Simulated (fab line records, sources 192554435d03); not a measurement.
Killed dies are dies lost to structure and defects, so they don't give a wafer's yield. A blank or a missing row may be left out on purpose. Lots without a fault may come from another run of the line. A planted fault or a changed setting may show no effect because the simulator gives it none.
fab line records | flow n5_finfet
record lots=10 wafers=28 last_day=17
route steps=1938 shown BEOL_M12@1656 BEOL_M13@1670 PASSIVATION@1936
lots that met no fault: from a run of the same line without faults
start_h: hours from the record's first day to the start of the lot's first wafer shown | wait_h: hours since the lot's step before | " the same as in the row above | L1.1+2: a row that stands for several wafers | - no value, or no start given | * or withheld: withheld | < > ~ a bound
route shown NAME@n: a module of which the file shows steps, and the number in the route of the first | usual: mean/standard deviation of fault-free wafers | same: alike in all rows | chamber/n: place in a boat | sites: the reading at each site | _std_site: their standard deviation | _edge_site: outer sites' mean less inner sites' | radius_mm: how far each site lies from the wafer's centre | mask NAME#n: copy n | behind: the tool/chamber that last shaped the wafer | hold: why the lot was held/for how many hours/how that ended | device: the transistor (n, p or np) that didn't switch | end of line: the same wafers' tests at the end of the route | a step without rows: its recipe alone | killed: dies lost to structure and defects at the first sort, not the wafer's yield | map: a wafer's dies, x killed, . not, _ none there
set.NAME: the setting as run; set.NAME@STEP: as run at that earlier step | model.NAME: the simulator's own value behind a step, which no gauge read
steps of the route over a sample of lots; a table a step, a row a wafer
services: from which hour (start_h, from the record's first day; less than 0 if before it) a tool's chamber was out of use, for how many hours, and why
## steps
# step N5_BEOL_M12_DEP_53
# recipe material=SiCN target_thk_a=300 temp_c=withheld precursor=3MS/NH3 pressure_torr=3 rf_w=675 time_s=10.5
# usual chamber_pressure_Torr=3.000/0.006 rf_fwd_power_W=664/3.8 showerhead_plenum_p_Torr=4.163/0.019 throttle_valve_pct=18.1/1.3
# columns lot.wafer tool chamber start_h wait_h chamber_pressure_Torr rf_fwd_power_W showerhead_plenum_p_Torr throttle_valve_pct
L582.2 pecvd-01 0 228.73 0.0 2.995 656 4.153 19.6
L582.3 " 1 " " 2.999 663 4.136 18.5
L582.5 " 2 " " 3.010 662 4.193 17.3
L584.2 pecvd-01 0 256.87 0.0 3.002 656 4.146 19.2
L584.3 " 1 " " 2.994 663 4.142 18.6
L584.6 " 0 " " 2.996 658 4.144 19.2
L585.2 pecvd-03 2 260.08 0.0 2.999 663 4.168 15.7
L585.5 " 0 " " 3.005 661 4.162 20.6
L585.6 " 1 " " 2.993 661 4.181 18.1
L586.2 pecvd-03 2 262.46 0.0 3.001 666 4.183 15.9
L586.4 " 2 " " 2.998 663 4.187 16.0
L586.6 " 1 " " 3.000 664 4.173 18.0
L592.3 pecvd-04 2 296.38 0.0 2.994 668 4.183 17.0
L592.5 " 1 " " 3.001 668 4.160 19.2
L594.1 pecvd-01 1 299.65 0.0 3.007 657 4.148 18.6
L594.3 " 0 " " 2.996 661 4.141 19.6
L594.6 " 1 " " 2.994 665 4.141 18.6
L593.2 pecvd-04 1 313.15 0.0 2.992 666 4.146 18.9
L593.3 " 2 " " 3.001 666 4.191 16.7
L595.3 pecvd-03 1 313.42 0.0 2.997 662 4.166 18.0
L595.4 " 0 " " 2.994 665 4.162 20.9
L595.6 " 1 " " 2.997 660 4.171 17.9
L596.1 pecvd-04 2 319.34 0.0 2.994 661 4.176 16.7
L596.5 " 1 " " 3.002 666 4.151 19.2
L596.6 " 2 " " 3.008 665 4.186 17.1
L602.1 pecvd-04 1 362.63 0.0 3.003 668 4.151 19.0
L602.4 " 0 " " 3.013 670 4.149 17.4
L602.6 " 2 " " 2.993 669 4.191 16.9
# step N5_BEOL_M13_OVL_MEAS_11
# recipe points_per_wafer=44
# usual V12_OVL=2/5.6
# columns lot.wafer tool chamber start_h wait_h V12_OVL[nm]
L582.2 overlay-02 0 229.40 0.0 -6
L582.3 " 0 " " 2
L582.5 " 0 " " -3
L584.2 overlay-02 0 257.48 0.0 7
L584.3 " 0 " " 2
L584.6 " 0 " " -2
L585.2 overlay-02 0 260.69 0.0 -2
L585.5 " 0 " " 7
L585.6 " 0 " " 5
L586.2 overlay-01 0 263.19 0.0 0
L586.4 " 0 " " -5
L586.6 " 0 " " 1
L592.3 overlay-01 0 296.99 0.0 -1
L592.5 " 0 " " 11
L594.1 overlay-02 0 300.39 0.0 5
L594.3 " 0 " " 5
L594.6 " 0 " " 8
L593.2 overlay-02 0 313.82 0.1 10
L593.3 " 0 " " 8
L595.3 overlay-02 0 314.16 0.0 -7
L595.4 " 0 " " 4
L595.6 " 0 " " 5
L596.1 overlay-01 0 320.08 0.0 7
L596.5 " 0 " " 2
L596.6 " 0 " " 1
L602.1 overlay-01 0 363.36 0.0 2
L602.4 " 0 " " 7
L602.6 " 0 " " 4
# step N5_BEOL_M13_DESCUM_15
# recipe chemistry=O2 time_s=7.9 source_power_w=50 bias_power_w=20 pressure_mtorr=20 rf_frequency_hz=2.712e+07 temp_c=40 o2_flow_sccm=225
# usual drypump_motor_current_A=5.8/0.48 o2_flow_sccm=224.9/0.69 oes_product_au=0.78/0.086 rf_fwd_power_W=49.46/0.2 rf_vpp_V=242.9/1.3 showerhead_plenum_p_Torr=2.09/0.065 temp_c=39.99/0.11 throttle_valve_pct=20.58/0.23
# columns lot.wafer tool chamber start_h wait_h drypump_motor_current_A o2_flow_sccm oes_product_au rf_fwd_power_W rf_hours_counter_h rf_vpp_V showerhead_plenum_p_Torr temp_c throttle_valve_pct
L582.2 rie_diel-01 1 229.46 0.0 5.9 225.3 0.93 49.26 11 242.1 2.08 40.18 20.43
L582.3 " 2 " " 5.6 225.9 0.82 49.55 69 244.5 2.22 40.21 20.70
L582.5 " 3 " " 6.0 226.0 0.78 49.73 - 240.9 2.02 40.06 21.01
L584.2 rie_diel-02 3 257.54 0.0 6.5 224.4 0.74 49.24 161 242.2 2.11 39.91 20.56
L584.3 " 1 " " 5.2 225.8 0.69 49.62 224 243.6 2.13 40.13 20.60
L584.6 " 0 " " 6.2 225.2 0.84 49.38 - 244.8 2.09 40.08 20.33
L585.2 rie_diel-06 2 260.75 0.0 5.6 224.2 0.79 49.70 93 243.3 2.22 39.96 20.23
L585.5 " 2 " " 5.7 225.8 0.80 49.70 - 244.1 2.22 40.08 20.25
L585.6 " 3 " " 6.6 225.0 0.87 49.28 - 242.8 2.05 40.02 20.61
L586.2 rie_diel-01 3 263.25 0.0 6.0 225.0 0.77 49.76 149 240.3 2.02 40.03 21.02
L586.4 " 0 " " 5.0 225.7 0.67 49.47 237 242.7 2.06 39.90 20.75
L586.6 " 1 " " 5.9 224.5 0.91 49.34 - 242.2 2.07 39.82 20.45
L592.3 rie_diel-06 0 297.05 0.0 5.4 224.4 0.72 49.26 186 241.9 2.10 40.06 20.77
L592.5 " 0 " " 5.4 225.1 0.73 49.25 - 243.1 2.10 39.85 20.77
L594.1 rie_diel-01 3 300.65 0.2 6.0 224.1 0.77 49.74 157 242.1 2.02 40.00 21.04
L594.3 " 0 " " 5.0 225.4 0.66 49.22 245 242.3 2.06 40.04 20.78
L594.6 " 1 " " 5.9 224.4 0.90 49.32 - 243.5 2.07 40.02 20.48
L593.2 rie_diel-06 3 313.88 0.0 6.6 225.9 0.86 49.02 58 242.1 2.05 40.19 20.61
L593.3 " 1 " " 5.5 225.5 0.67 49.51 228 239.8 1.97 40.06 20.58
L595.3 rie_diel-01 3 314.22 0.0 6.0 225.6 0.76 49.64 160 242.2 2.02 39.86 21.04
L595.4 " 1 " " 5.9 225.1 0.89 49.34 32 241.9 2.07 40.03 20.47
L595.6 " 0 " " 5.0 223.9 0.67 49.35 - 242.4 2.06 40.12 20.76
L596.1 rie_diel-06 1 320.14 0.0 5.5 225.3 0.67 49.46 232 241.8 1.97 40.04 20.59
L596.5 " 3 " " 6.6 225.6 0.85 49.07 - 243.0 2.05 39.84 20.61
L596.6 " 0 " " 5.4 224.7 0.72 49.39 - 241.7 2.10 39.71 20.78
L602.1 rie_diel-02 3 363.47 0.1 6.6 224.9 0.69 49.38 199 243.4 2.10 39.92 20.65
L602.4 " 1 " " 5.2 224.0 1.01 49.75 0 243.9 2.12 39.96 20.20
L602.6 " 2 " " 5.5 225.2 0.85 49.50 - 244.2 2.06 39.92 20.22
# step N5_BEOL_M13_ETCH_59
# recipe chemistry=N2/H2 target=BARC target_depth_a=890 overetch_a=267 time_s=67.9 ion_energy_ev=200 pressure_mtorr=30 source_w=840 bias_w=150 n2_flow_sccm=200 h2_flow_sccm=200
# usual drypump_motor_current_A=5.8/0.48 oes_product_au=0.67/0.067 rf_fwd_power_W=834/3.1 rf_vpp_V=523.3/2.3 showerhead_plenum_p_Torr=2.53/0.088 throttle_valve_pct=17.99/0.3
# columns lot.wafer tool chamber start_h wait_h drypump_motor_current_A oes_product_au rf_fwd_power_W rf_hours_counter_h rf_vpp_V showerhead_plenum_p_Torr throttle_valve_pct
L582.2 rie_diel-01 1 229.49 0.0 6.0 0.80 829 11 523.6 2.52 17.85
L582.3 " 2 " " 5.7 0.70 841 69 528.9 2.69 18.03
L582.5 " 3 " " 6.0 0.67 833 - 522.2 2.46 18.53
L584.2 rie_diel-02 3 257.57 0.0 6.6 0.64 833 161 524.7 2.51 17.70
L584.3 " 1 " " 5.2 0.60 831 224 526.4 2.62 18.28
L584.6 " 0 " " 6.1 0.71 837 - 524.1 2.60 18.08
L585.2 rie_diel-06 2 260.78 0.0 5.6 0.68 837 93 526.5 2.71 17.81
L585.5 " 2 " " 5.7 0.69 832 - 526.6 2.71 17.80
L585.6 " 3 " " 6.6 0.76 826 - 521.8 2.46 17.86
L586.2 rie_diel-01 3 263.29 0.0 6.0 0.67 835 149 520.4 2.45 18.54
L586.4 " 0 " " 5.0 0.59 832 237 523.6 2.48 17.94
L586.6 " 1 " " 5.9 0.78 834 - 522.9 2.51 17.89
L592.3 rie_diel-06 0 297.08 0.0 5.4 0.63 832 186 523.4 2.55 18.21
L592.5 " 0 " " 5.4 0.63 832 - 523.7 2.55 18.22
L594.1 rie_diel-01 3 300.68 0.0 6.0 0.66 837 157 522.6 2.45 18.56
L594.3 " 0 " " 5.0 0.58 831 245 522.4 2.48 17.98
L594.6 " 1 " " 5.9 0.76 834 - 521.3 2.51 17.91
L593.2 rie_diel-06 3 313.91 0.0 6.6 0.73 829 58 522.0 2.46 17.89
L593.3 " 1 " " 5.5 0.59 834 228 520.0 2.41 18.18
L595.3 rie_diel-01 3 314.25 0.0 6.0 0.66 833 160 520.8 2.45 18.58
L595.4 " 1 " " 5.9 0.76 835 32 521.1 2.51 17.91
L595.6 " 0 " " 5.0 0.59 831 - 522.2 2.48 17.98
L596.1 rie_diel-06 1 320.17 0.0 5.5 0.58 838 232 519.6 2.41 18.17
L596.5 " 3 " " 6.6 0.74 829 - 521.4 2.46 17.91
L596.6 " 0 " " 5.4 0.62 832 - 523.8 2.54 18.23
L602.1 rie_diel-02 3 363.50 0.0 6.6 0.60 832 199 523.7 2.50 17.77
L602.4 " 1 " " 5.2 0.84 839 1 526.0 2.61 17.86
L602.6 " 2 " " 5.6 0.73 830 - 523.2 2.45 17.36
# step N5_BEOL_M13_STRIP_63
# recipe chemistry=N2/H2 power_w=1000 temp_c=250 h2_frac=0.65 overash_fraction=0.3 pressure_mtorr=1000 n2_flow_sccm=1750 h2_flow_sccm=3250
# usual drypump_motor_current_A=5.7/0.44 heater_power_w=350/23 oes_product_au=0.675/0.0047 strip_time_to_endpoint_s=28.2/1.3 temp_c=249.97/0.17
# columns lot.wafer tool chamber start_h wait_h drypump_motor_current_A heater_power_w oes_product_au rf_hours_counter_h strip_time_to_endpoint_s temp_c
L582.2 plasma_asher-02 0 229.78 - 5.6 333 0.670 63 28.5 250.16
L582.3 " 0 " " 5.6 326 0.674 - 28.4 249.94
L582.5 " 0 " " 5.6 330 0.680 - 28.4 250.02
L584.2 plasma_asher-02 0 257.86 - 5.6 327 0.682 67 29.7 250.13
L584.3 " 1 " " 6.4 363 0.673 - 30.5 249.92
L584.6 " 1 " " 6.5 366 0.674 - 27.8 249.86
L585.2 plasma_asher-01 1 261.07 - 5.3 329 0.678 124 29.5 249.94
L585.5 " 1 " " 5.3 321 0.667 - 27.2 250.10
L585.6 " 0 " " 5.5 371 0.668 - 27.1 250.14
L586.2 plasma_asher-02 1 263.57 - 6.4 358 0.673 69 28.7 250.00
L586.4 " 0 " " 5.6 329 0.671 - 27.6 250.09
L586.6 " 1 " " 6.4 360 0.691 - 28.4 249.96
L592.3 plasma_asher-02 0 297.39 - 5.6 337 0.682 - 28.8 249.83
L592.5 " 0 " " 5.6 321 0.658 - 18.5 250.01
L594.1 plasma_asher-01 0 300.97 - 5.5 384 0.679 133 28.3 249.71
L594.3 " 1 " " 5.3 321 0.682 - 29.2 250.18
L594.6 " 0 " " 5.5 379 0.669 - 28.6 249.99
L593.2 plasma_asher-01 1 314.20 - 5.3 319 0.657 136 19.8 250.13
L593.3 " 0 " " 5.4 389 0.675 - 29.9 250.09
L595.3 plasma_asher-02 0 314.56 - 5.6 330 0.670 - 27.8 250.04
L595.4 " 1 " " 6.4 357 0.679 - 28.9 249.88
L595.6 " 1 " " 6.4 368 0.678 - 29.2 249.86
L596.1 plasma_asher-01 1 320.46 - 5.3 341 0.677 137 31.0 249.84
L596.5 " 0 " " 5.5 390 0.661 - 21.1 249.80
L596.6 " 1 " " 5.3 327 0.669 - 26.6 249.95
L602.1 plasma_asher-02 0 363.79 - 5.6 324 0.672 88 28.2 249.78
L602.4 " 0 " " 5.6 328 0.669 - 24.1 249.87
L602.6 " 1 " " 6.4 365 0.676 - 25.4 250.19
# step N5_PASSIVATION_PROBE_49
# usual defect_limited_yield=91.4/1.5 killed_at_M0_to_M3=34/9.7 killed_at_M4_up=14/5.7 killed_at_contacts=12/5.9 killed_at_front_end=37/10 killed_at_other=5/4.7 killed_dies=102/18 killed_on_rim=13/4.3 killed_open=65/12 killed_short=34/8.8 sort_bin_4_leakage=0.03/0.14 sort_bin_5_function=5.0/0.96 sort_bin_6_memory=3.3/0.7 sort_n_pass=1077/18 sort_yield_pct=91.3/1.5
# same gross_dies=1180 killed_at_back_side=0 sort_bin_8_speed[%]=0
# columns lot.wafer tool chamber start_h wait_h defect_limited_yield[%] killed_at_M0_to_M3 killed_at_M4_up killed_at_contacts killed_at_front_end killed_at_other killed_dies killed_on_rim killed_open killed_short sort_bin_4_leakage[%] sort_bin_5_function[%] sort_bin_6_memory[%] sort_n_pass sort_yield_pct[%]
L582.2 prober-01 - 265.50 0.1 90.3 30 17 7 36 25 115 19 80 34 0 6.5 2.7 1065 90.3
L582.3 prober-01 - 265.55 0.1 92.1 30 16 8 29 10 93 15 57 35 0 3.9 3.6 1087 92.1
L582.5 prober-01 - 265.65 0.2 90.1 41 13 9 45 9 117 9 91 26 0 5.8 3.8 1063 90.1
L584.2 prober-02 - 289.61 0.1 93.1 22 10 10 35 5 82 7 55 24 0 3.9 2.6 1098 93.1
L584.3 prober-02 - 289.66 0.1 93.1 22 9 6 41 3 81 9 50 28 0 4.2 2.5 1099 93.1
L584.6 prober-02 - 289.81 0.3 91.6 29 13 12 44 1 99 10 59 40 0 5.2 3.1 1081 91.6
L585.2 prober-01 - 293.53 0.1 90.2 40 21 4 51 0 116 17 82 34 0 6.3 3.2 1064 90.2
L585.5 prober-01 - 293.68 0.2 86.7 56 22 17 61 1 157 14 101 56 0 7.6 5.2 1023 86.7
L585.6 prober-01 - 293.73 0.3 89.7 37 15 10 58 2 122 14 87 35 0 5.8 4.2 1058 89.7
L586.2 prober-02 - 293.89 0.1 91.8 30 5 21 32 9 97 7 63 34 0 4.5 3.3 1083 91.8
L586.4 prober-02 - 293.99 0.2 92.1 17 10 21 38 7 93 18 52 40 0 4.6 3.1 1087 92.1
L586.6 prober-02 - 294.09 0.3 91.0 30 8 8 55 5 106 8 67 38 1.02 5.6 3.1 1062 90.0
L592.3 prober-01 - 333.86 0.1 90.0 41 18 15 35 9 118 15 78 39 0 5.3 4.3 1062 90.0
L592.5 prober-01 - 333.96 0.2 91.4 25 16 9 45 6 101 17 65 34 0 4.7 3.6 1079 91.4
L594.1 prober-02 - 339.75 0.0 93.6 23 21 6 25 0 75 8 46 28 0.59 4.0 2.0 1098 93.1
L594.3 prober-02 - 339.85 0.1 92.9 23 12 7 38 4 84 7 58 24 0 4.7 2.3 1096 92.9
L594.6 prober-02 - 340.00 0.3 92.5 34 9 7 34 4 88 15 56 31 0 4.2 3.0 1092 92.5
L593.2 prober-01 - 345.56 0.1 90.7 37 7 9 51 6 110 16 75 35 0 5.5 3.5 1070 90.7
L593.3 prober-01 - 345.61 0.1 90.1 33 13 9 59 3 117 19 75 42 0 5.3 4.2 1063 90.1
L595.3 prober-02 - 345.96 0.1 92.5 38 8 9 33 1 89 8 63 25 0 4.2 3.3 1091 92.5
L595.4 prober-02 - 346.01 0.2 92.7 30 10 8 36 2 86 10 54 27 0 4.7 2.5 1094 92.7
L595.6 prober-02 - 346.11 0.3 95.2 17 17 3 20 0 57 5 41 14 0 2.1 2.5 1123 95.2
L596.1 prober-02 - 351.49 0.0 90.3 39 27 19 28 2 115 10 75 40 0 5.9 3.5 1065 90.3
L596.5 prober-02 - 351.69 0.2 92.0 28 12 10 36 8 94 10 56 37 0 4.3 3.1 1086 92.0
L596.6 prober-02 - 351.74 0.3 90.4 24 14 22 50 3 113 4 77 36 0 4.9 4.4 1067 90.4
L602.1 prober-01 - 399.58 0.0 90.1 56 13 10 34 4 117 21 71 38 0 5.1 3.9 1063 90.1
L602.4 prober-01 - 399.73 0.2 91.2 44 9 10 41 0 104 14 56 47 0 5.2 3.3 1076 91.2
L602.6 prober-01 - 399.83 0.3 88.5 54 10 19 49 4 136 19 85 47 0 6.4 4.2 1044 88.5
# killed by level:class
L582.2 BEOL_M3:geometric_particle:open=13 STI_FIN_REVEAL:geometric_particle:open=10 MIM_TOP_ETCH:geometric_particle:open=10 BEOL_M4:geometric_particle:open=9 GATE_CUT:geometric_particle:short=6 MOL_CONTACT_COAG:geometric_particle:open=6 PAD_METAL:geometric_particle:open=5 STARTING-WAFER:geometric_particle:open=5
L582.3 BEOL_M3:geometric_particle:open=10 DUMMY_GATE:geometric_particle:open=5 MOL_CONTACT_COAG:geometric_particle:short=5 BEOL_M4:geometric_particle:open=5 STI_FIN_REVEAL:geometric_particle:open=4 BEOL_M0_SAQP:geometric_particle:short=4 BEOL_M0_SAQP:geometric_particle:open=4 BEOL_M1:geometric_particle:open=4
L582.5 STI_FIN_REVEAL:geometric_particle:open=13 BEOL_M0_SAQP:geometric_particle:open=11 BEOL_M3:geometric_particle:open=10 DUMMY_GATE:geometric_particle:open=8 FIN_SAQP:geometric_particle:open=6 BEOL_M4:geometric_particle:open=6 MOL_CONTACT_COAG:geometric_particle:open=6 BEOL_M1:geometric_particle:open=6
L584.2 FIN_SAQP:geometric_particle:short=8 MOL_CONTACT_COAG:geometric_particle:open=8 BEOL_M3:geometric_particle:open=7 BEOL_M1:geometric_particle:open=5 STARTING-WAFER:geometric_particle:open=5 FIN_SAQP:geometric_particle:open=4 BEOL_M2:geometric_particle:open=4 BEOL_M4:geometric_particle:open=4
L584.3 STI_FIN_REVEAL:geometric_particle:open=18 BEOL_M0:geometric_particle:open=8 DUMMY_GATE:geometric_particle:open=4 BEOL_M3:geometric_particle:open=4 STI_FIN_REVEAL:geometric_particle:short=3 GATE_CUT:geometric_particle:short=3 MOL_CONTACT_COAG:geometric_particle:open=3 MOL_CONTACT_COAG:geometric_particle:short=3
L584.6 BEOL_M2:geometric_particle:open=9 BEOL_M0_SAQP:geometric_particle:short=8 MOL_CONTACT_COAG:geometric_particle:open=7 FIN_SAQP:geometric_particle:short=6 DUMMY_GATE:geometric_particle:open=6 STI_FIN_REVEAL:geometric_particle:open=5 GATE_CUT:geometric_particle:open=5 MOL_CONTACT_COAG:geometric_particle:short=5
L585.2 STI_FIN_REVEAL:geometric_particle:open=18 BEOL_M4:geometric_particle:open=14 BEOL_M3:geometric_particle:open=9 DUMMY_GATE:geometric_particle:open=8 BEOL_M0_SAQP:geometric_particle:short=8 BEOL_M0_SAQP:geometric_particle:open=8 FIN_SAQP:geometric_particle:short=7 BEOL_M1:geometric_particle:open=6
L585.5 STI_FIN_REVEAL:geometric_particle:open=16 MOL_CONTACT_COAG:geometric_particle:open=14 FIN_SAQP:geometric_particle:open=13 FIN_SAQP:geometric_particle:short=11 BEOL_M4:geometric_particle:open=11 BEOL_M2:geometric_particle:open=10 BEOL_M3:geometric_particle:open=10 BEOL_M0_SAQP:geometric_particle:short=9
L585.6 STI_FIN_REVEAL:geometric_particle:open=22 FIN_SAQP:geometric_particle:open=11 BEOL_M4:geometric_particle:open=10 BEOL_M0_SAQP:geometric_particle:short=9 MOL_CONTACT_COAG:geometric_particle:open=8 BEOL_M1:geometric_particle:open=8 BEOL_M0_SAQP:geometric_particle:open=7 STI_FIN_REVEAL:geometric_particle:short=6
L586.2 MOL_CONTACT_COAG:geometric_particle:open=19 STI_FIN_REVEAL:geometric_particle:open=11 FIN_SAQP:geometric_particle:short=7 BEOL_M0_SAQP:geometric_particle:open=7 BEOL_M0_SAQP:geometric_particle:short=7 BEOL_M1:geometric_particle:open=5 BEOL_M1:geometric_particle:short=5 PAD_METAL:geometric_particle:short=4
L586.4 MOL_CONTACT_COAG:geometric_particle:open=14 FIN_SAQP:geometric_particle:short=9 STI_FIN_REVEAL:geometric_particle:open=9 MOL_CONTACT_COAG:geometric_particle:short=7 FIN_SAQP:geometric_particle:open=5 STI_FIN_REVEAL:geometric_particle:short=5 BEOL_M0_SAQP:geometric_particle:short=5 BEOL_M2:geometric_particle:open=4
L586.6 STI_FIN_REVEAL:geometric_particle:open=21 BEOL_M1:geometric_particle:open=13 FIN_SAQP:geometric_particle:short=10 MOL_CONTACT_COAG:geometric_particle:open=5 STI_FIN_REVEAL:geometric_particle:short=4 ILD0:geometric_particle:short=4 GATE_CUT:geometric_particle:short=4 BEOL_M0_SAQP:geometric_particle:open=4
L592.3 MOL_CONTACT_COAG:geometric_particle:open=14 FIN_SAQP:geometric_particle:short=12 BEOL_M1:geometric_particle:open=10 BEOL_M1:geometric_particle:short=8 BEOL_M3:geometric_particle:open=8 FIN_SAQP:geometric_particle:open=7 BEOL_M2:geometric_particle:open=7 STI_FIN_REVEAL:geometric_particle:open=6
L592.5 FIN_SAQP:geometric_particle:short=13 FIN_SAQP:geometric_particle:open=13 STI_FIN_REVEAL:geometric_particle:open=8 MOL_CONTACT_COAG:geometric_particle:open=8 BEOL_M0_SAQP:geometric_particle:open=6 BEOL_M3:geometric_particle:open=6 BEOL_M0_SAQP:geometric_particle:short=4 BEOL_M1:geometric_particle:open=4
L594.1 BEOL_M0_SAQP:geometric_particle:short=10 BEOL_M4:geometric_particle:open=10 STI_FIN_REVEAL:geometric_particle:open=5 DUMMY_GATE:geometric_particle:open=5 MOL_CONTACT_COAG:geometric_particle:open=5 BEOL_M0_SAQP:geometric_particle:open=5 GATE_CUT:geometric_particle:short=4 DUMMY_GATE:geometric_particle:short=3
L594.3 BEOL_M0_SAQP:geometric_particle:open=11 STI_FIN_REVEAL:geometric_particle:open=10 BEOL_M4:geometric_particle:open=6 MOL_CONTACT_COAG:geometric_particle:open=5 FIN_SAQP:geometric_particle:short=4 DUMMY_GATE:geometric_particle:open=4 ILD0:geometric_particle:short=4 BEOL_M0_SAQP:geometric_particle:short=4
L594.6 DUMMY_GATE:geometric_particle:open=9 BEOL_M0_SAQP:geometric_particle:short=8 STI_FIN_REVEAL:geometric_particle:open=7 BEOL_M0_SAQP:geometric_particle:open=6 BEOL_M4:geometric_particle:open=6 MOL_CONTACT_COAG:geometric_particle:open=5 BEOL_M1:geometric_particle:open=5 DUMMY_GATE:geometric_particle:short=4
L593.2 BEOL_M2:geometric_particle:open=18 FIN_SAQP:geometric_particle:open=12 FIN_SAQP:geometric_particle:short=10 ILD0:geometric_particle:open=6 BEOL_M3:geometric_particle:open=6 MOL_CONTACT_COAG:geometric_particle:short=5 BEOL_M0_SAQP:geometric_particle:open=5 STARTING-WAFER:geometric_particle:open=5
L593.3 FIN_SAQP:geometric_particle:open=15 FIN_SAQP:geometric_particle:short=15 BEOL_M2:geometric_particle:open=14 STI_FIN_REVEAL:geometric_particle:open=7 BEOL_M3:geometric_particle:open=7 BEOL_M4:geometric_particle:open=7 BEOL_M0_SAQP:geometric_particle:open=5 MOL_CONTACT_COAG:geometric_particle:open=5
L595.3 FIN_SAQP:geometric_particle:open=12 BEOL_M3:geometric_particle:open=9 MOL_CONTACT_COAG:geometric_particle:open=7 BEOL_M2:geometric_particle:open=7 STI_FIN_REVEAL:geometric_particle:open=6 BEOL_M0:geometric_particle:open=4 BEOL_M3:geometric_particle:short=4 STARTING-WAFER:geometric_particle:short=4
L595.4 FIN_SAQP:geometric_particle:short=7 FIN_SAQP:geometric_particle:open=7 BEOL_M0:geometric_particle:open=7 STARTING-WAFER:geometric_particle:open=6 MOL_CONTACT_COAG:geometric_particle:open=5 BEOL_M3:geometric_particle:open=5 BEOL_M4:geometric_particle:open=5 GATE_CUT:geometric_particle:open=4
L595.6 BEOL_M0_SAQP:geometric_particle:short=6 BEOL_M4:geometric_particle:open=6 BEOL_M2:geometric_particle:open=5 FIN_SAQP:geometric_particle:open=4 BEOL_M6:geometric_particle:open=4 FIN_SAQP:geometric_particle:short=3 MOL_CONTACT_COAG:geometric_particle:open=3 BEOL_M3:geometric_particle:open=3
L596.1 BEOL_M4:geometric_particle:open=14 MOL_CONTACT_COAG:geometric_particle:open=12 BEOL_M0_SAQP:geometric_particle:open=9 BEOL_M0_SAQP:geometric_particle:short=9 STI_FIN_REVEAL:geometric_particle:open=8 MOL_CONTACT_COAG:geometric_particle:short=7 BEOL_M2:geometric_particle:open=6 BEOL_M3:geometric_particle:open=6
L596.5 DUMMY_GATE:geometric_particle:open=8 BEOL_M2:geometric_particle:open=8 MOL_CONTACT_COAG:geometric_particle:open=7 FIN_SAQP:geometric_particle:open=5 BEOL_M3:geometric_particle:open=5 BEOL_M0_SAQP:geometric_particle:short=5 BEOL_M4:geometric_particle:open=5 FIN_SAQP:geometric_particle:short=4
L596.6 MOL_CONTACT_COAG:geometric_particle:open=17 STI_FIN_REVEAL:geometric_particle:open=11 BEOL_M0_SAQP:geometric_particle:open=10 BEOL_M4:geometric_particle:open=10 FIN_SAQP:geometric_particle:short=9 FIN_SAQP:geometric_particle:open=7 DUMMY_GATE:geometric_particle:open=5 MOL_CONTACT_COAG:geometric_particle:short=5
L602.1 BEOL_M0_SAQP:geometric_particle:open=17 BEOL_M0_SAQP:geometric_particle:short=9 BEOL_M2:geometric_particle:open=8 FIN_SAQP:geometric_particle:open=7 MOL_CONTACT_COAG:geometric_particle:open=7 GATE_CUT:geometric_particle:short=6 BEOL_M1:geometric_particle:open=6 BEOL_M3:geometric_particle:open=5
L602.4 BEOL_M0_SAQP:geometric_particle:open=14 BEOL_M0_SAQP:geometric_particle:short=13 GATE_CUT:geometric_particle:open=9 FIN_SAQP:geometric_particle:short=8 GATE_CUT:geometric_particle:short=7 MOL_CONTACT_COAG:geometric_particle:open=5 MOL_CONTACT_COAG:geometric_particle:short=5 BEOL_M2:geometric_particle:open=4
L602.6 FIN_SAQP:geometric_particle:open=20 BEOL_M0_SAQP:geometric_particle:short=20 MOL_CONTACT_COAG:geometric_particle:open=14 BEOL_M0_SAQP:geometric_particle:open=12 BEOL_M3:geometric_particle:open=8 FIN_SAQP:geometric_particle:short=6 STI_FIN_REVEAL:geometric_particle:open=6 MOL_CONTACT_COAG:geometric_particle:short=5
## services
# columns tool chamber start_h hours kind
pecvd-04 - 208.56 4.8 repair
rie_diel-02 0 235.54 8.3 repair
rie_diel-02 2 237.24 5.5 repair
rie_diel-06 3 244.82 1.6 repair
rie_diel-02 0 247.99 2.4 repair
rie_diel-02 - 254.53 0.6 repair
pecvd-04 - 259.34 2.2 repair
rie_diel-01 - 265.47 15.6 pm
rie_diel-06 - 265.96 0.7 repair
rie_diel-02 1 272.86 4.6 repair
plasma_asher-02 - 292.94 2.0 repair
plasma_asher-02 - 295.11 2.0 repair
pecvd-01 - 312.19 1.5 repair
rie_diel-01 0 316.37 - clean
rie_diel-01 0 316.37 - consumable_replace:focus_ring
rie_diel-01 0 316.37 14.6 scheduled_down
rie_diel-01 0 316.37 14.6 vent_cycle
rie_diel-01 3 317.19 13.6 repair
plasma_asher-01 - 326.14 4.1 repair
rie_diel-02 2 338.82 2.0 repair
rie_diel-02 1 340.95 - clean
rie_diel-02 1 340.95 - consumable_replace:focus_ring
rie_diel-01 3 351.89 6.6 repair
plasma_asher-01 - 363.41 2.8 pm
## key
first_sign step=N5_BEOL_M13_STRIP_63 reading=strip_time_to_endpoint_s direction=down sigmas=6.7 usual=* struck=*
effect step=N5_BEOL_M13_STRIP_63 reading=oes_product_au direction=down sigmas=3.3 usual=0.675 struck=0.659
met_at N5_BEOL_M13_ETCH_59
struck_lots L592,L593,L596
struck_wafers L592.5,L593.2,L596.5
not_acting_at N5_BEOL_M12_DEP_53,N5_BEOL_M13_OVL_MEAS_11,N5_BEOL_M13_DESCUM_15
onset_between 260.78 297.08
fault kind=process_parameter_drift tool=rie_diel-06 chamber=- onset_h=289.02 steps=N5_BEOL_M13_ETCH_59 channel=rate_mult offset=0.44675 shape=step end_h=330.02 scope=struck_wafers_only
